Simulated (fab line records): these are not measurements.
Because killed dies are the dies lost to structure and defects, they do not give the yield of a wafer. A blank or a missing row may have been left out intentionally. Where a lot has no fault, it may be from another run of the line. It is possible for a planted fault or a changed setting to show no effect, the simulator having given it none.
A lot that was struck, set against a sound lot | flow nand harc | 15 steps out of a route of 1302
Sound: the wafers L531.2, L531.3, L531.4. Struck: wafer L532.1. (L532.2, L532.5 of the same lot were not struck and are left out.) The cause comes at the end.
Per side, at each step with rows, come the tool, then ch with its chambers, and then its first start. Under that, the readings that differ: sound wafers | struck wafers | difference of the means | sigmas: that difference in standard deviations of wafers without a fault.
alike: words and numbers the same on both sides, and readings whose means are apart by under 2 such deviations; not compared: readings that were withheld, readings missing a value for some wafer, numbers with overlapping values and no deviation given by the record, and bounds like >300 which may hide the same value.
The two part at a step that has a row with sigmas, a row that says differs or no value, or rows on one side only. Numbers that don't overlap but have no deviation are shown without sigmas and don't part them. A reading that every wafer of one side lacks parts them only if that side has two wafers or more.

first, 5 steps without rows for these wafers: NHARC_A_CONTACT_SOFTBAKE_64 (time 55 s); NHARC_A_CONTACT_EBR_65; NHARC_A_CONTACT_EXPOSE_66 (exposes mask A CC 2); NHARC_A_CONTACT_PEB_67 (peb time 65 s); NHARC_A_CONTACT_DEVELOP_68 (develop time 35 s).
NHARC_A_CONTACT_CD_MEAS_69 targets a cd of 300 nm.
  sound on cd sem-01 ch 0, day 25 14:40; struck on cd sem-03 ch 0, day 26 01:07
  alike: cd nm
NHARC_A_CONTACT_OVL_MEAS_70:
  sound on overlay-01 at day 25 14:44; struck on overlay-02 at day 26 01:11
  alike: overlay x nm, overlay y nm
NHARC_A_CONTACT_INSPECT_71:
  sound on defect inspect-02 at day 25 14:47; struck on defect inspect-02 at day 26 01:14
  alike: raw defect count
NHARC_A_CONTACT_DESCUM_74: chemistry O2, time 3 s.
  sound on rie diel-03 ch 0,1,3, day 25 14:50; struck on rie diel-03 ch 0, day 26 01:18
  reading                | sound    | struck | difference | sigmas
  rf hours counter h (h) | 22 19 21 | 24     | +3         |
  alike: drypump motor current A, oes product au, rf vpp V, showerhead plenum p Torr, throttle valve pct
NHARC_A_CONTACT_ETCH_75: etches the open film in CF4, target depth 39 nm, time 65 s.
  sound on rie diel-03 ch 1,2,3, day 25 14:55; struck on rie diel-03 ch 3, day 26 01:23
  alike: drypump motor current A, oes product au, rf vpp V, showerhead plenum p Torr, throttle valve pct
  not compared: over etch frac, rf hours counter h
NHARC_A_CONTACT_ETCH_76: etches the open film in N2/H2, target depth 260 nm, time 475.3 s.
  sound: rie diel-03 ch 0,1,3; struck: rie diel-03 ch 3
  reading                | sound                | struck | difference | sigmas
  throttle valve pct (%) | 14.172 14.177 14.173 | 14.194 | +0.020     | +2
  alike: drypump motor current A, h2 flow sccm, oes product au, rf vpp V, showerhead plenum p Torr
  not compared: over etch frac, rf hours counter h
NHARC_A_CONTACT_ETCH_77: etches the open film in CF4/CHF3, target depth 108.9 nm, time 54.5 s.
  sound: rie diel-03 ch 1,2,3; struck: rie diel-03 ch 2
  reading                | sound    | struck | difference | sigmas
  rf hours counter h (h) | 21 20 20 | 23     | +3         |
  alike: chf3 flow sccm, drypump motor current A, oes product au, rf vpp V, showerhead plenum p Torr, throttle valve pct
NHARC_A_CONTACT_ETCH_78: etches the open film in O2/COS, target depth 5300 nm, time 1378 s.
  sound on rie diel-03 ch 0,1,3, day 25 15:32; struck on rie diel-03 ch 1, day 26 01:54
  reading                | sound       | struck  | difference | sigmas
  over etch frac         | 0.3 0.3 0.3 | 0.27269 | -0.02731   |
  rf hours counter h (h) | 22 22 20    | 24      | +3         |
  alike: drypump motor current A, oes product au, rf vpp V, showerhead plenum p Torr, throttle valve pct
NHARC_A_CONTACT_ETCH_124: etches the open film in C4F8/O2/Ar, time 140 s, target depth 700 nm.
  sound on har cap etch-01 ch 0,1, day 25 16:25; struck on har cap etch-03 ch 0, day 26 02:50
  not compared: rf hours counter h
-- break in the record here, with 2 days between the starts of the struck wafers on either side (left off in module A_CONTACT, picked up again in module END, where the first step shown is number 1302 on the route) --
NHARC_END_SORT_01:
  sound on prober-02 ch 0, day 28 02:16; struck on prober-02 ch 0, day 28 10:54
  alike: killed at array, killed at other, killed at periphery, killed dies, killed open, killed short

WHERE THEY PART
Only at NHARC_A_CONTACT_ETCH_76, within this record. Later steps at which nothing parts them and some readings are alike: NHARC_A_CONTACT_ETCH_77, NHARC_A_CONTACT_ETCH_78, NHARC_END_SORT_01.

WHY: what the simulator had put in
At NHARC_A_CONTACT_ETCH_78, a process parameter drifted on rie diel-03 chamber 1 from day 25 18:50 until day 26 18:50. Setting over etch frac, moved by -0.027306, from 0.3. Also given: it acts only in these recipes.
